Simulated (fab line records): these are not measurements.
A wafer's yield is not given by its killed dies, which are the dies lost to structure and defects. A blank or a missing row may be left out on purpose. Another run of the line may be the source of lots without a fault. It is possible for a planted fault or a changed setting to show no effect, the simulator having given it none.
Struck lot and sound lot, side by side | flow nandHarc | 15 steps out of a route of 1302
Sound: wafers L816.4, L816.5, L816.6. Struck: wafer L827.6 (L827.3, L827.4, from the same lot, were not struck and are left out); the cause is given at the end.
Order at every step that has rows: each side's tool, ch and its chambers, its first start. Under that, the readings that differ: sound wafers | struck wafers | difference of the means | sigmas: that difference in standard deviations of wafers without a fault.
alike: readings with means less than 2 such deviations apart, plus words and numbers identical on both sides. not compared: withheld readings, readings lacking a value on some wafer, bounds such as >300 that could conceal the same value, and numbers that have no deviation in the record and whose values overlap.
The two part at a step that has a row with sigmas, a row that says differs or no value, or rows on one side only. Non-overlapping numbers with no deviation appear without sigmas and do not part them. Lack of a reading on every wafer of one side parts them only where that side has two or more wafers.

NHARC_A_ONON_D2_THK_MEAS_14: measures by ellipsometry.
  struck on filmMetro-02, day 21 02:32; sound on filmMetro-01, day 16 17:21
  alike: thkNm
then, 2 steps without rows for these wafers: NHARC_A_ONON_D2_ANNEAL_15 (time 3600 s); NHARC_A_ONON_D2_DEP_16 (target thk 1000 nm).
NHARC_A_ONON_D2_THK_MEAS_18: measures by ellipsometry.
  struck on filmMetro-02, day 21 10:17; sound on filmMetro-01, day 17 01:05
  alike: thkNm
then, no rows for these wafers at 1 step: NHARC_A_ONON_D2_DEP_19 (target thk 1000 nm).
NHARC_A_ONON_D2_THK_MEAS_21: measures by ellipsometry.
  struck on filmMetro-01, day 21 10:52; sound on filmMetro-01, day 17 01:39
reading    | sound          | struck | difference | sigmas
thkNm (nm) | 1010 1009 1010 | 988    | -22        | -2
then, no rows for these wafers at 1 step: NHARC_A_ONON_D2_DEP_22 (target thk 1000 nm).
NHARC_A_ONON_D2_THK_MEAS_24: measures by ellipsometry.
  struck on filmMetro-02, day 21 11:25; sound on filmMetro-01, day 17 02:14
  alike: thkNm
then, no rows for these wafers at 1 step: NHARC_A_ONON_D2_DEP_25 (target thk 1000 nm).
NHARC_A_ONON_D2_THK_MEAS_27: measures by ellipsometry.
  struck on filmMetro-01, day 21 11:59; sound on filmMetro-01, day 17 02:55
  alike: thkNm
then, no rows for these wafers at 1 step: NHARC_A_ONON_D2_DEP_28 (target thk 1000 nm).
NHARC_A_ONON_D2_THK_MEAS_30: measures by ellipsometry.
  struck on filmMetro-02, day 21 12:33; sound on filmMetro-01, day 17 03:29
  alike: thkNm
NHARC_A_ONON_D2_DEP_33: deposits SiO2, target thk 200 nm.
  sound on pecvd-03 ch 0,1,2, day 17 03:41; struck on pecvd-03 ch 0, day 21 12:39
reading                 | sound             | struck | difference | sigmas
mfcPrecursorSccm (sccm) | 161.5 160.9 161.5 | 136.8  | -24.5      | -52
  alike: heaterPowerW, throttleValvePct
NHARC_A_ONON_D2_THK_MEAS_34: measures by ellipsometry.
  struck on filmMetro-01, day 21 13:01; sound on filmMetro-01, day 17 03:58
reading    | sound             | struck | difference | sigmas
thkNm (nm) | 205.0 197.7 202.0 | 173.8  | -27.8      | -10
after that, 1 step had no rows for these wafers: NHARC_END_SORT_01.

WHERE THEY PART
Earliest at NHARC_A_ONON_D2_THK_MEAS_21; latest, in this record, at NHARC_A_ONON_D2_THK_MEAS_34.

WHY: what the simulator had put in
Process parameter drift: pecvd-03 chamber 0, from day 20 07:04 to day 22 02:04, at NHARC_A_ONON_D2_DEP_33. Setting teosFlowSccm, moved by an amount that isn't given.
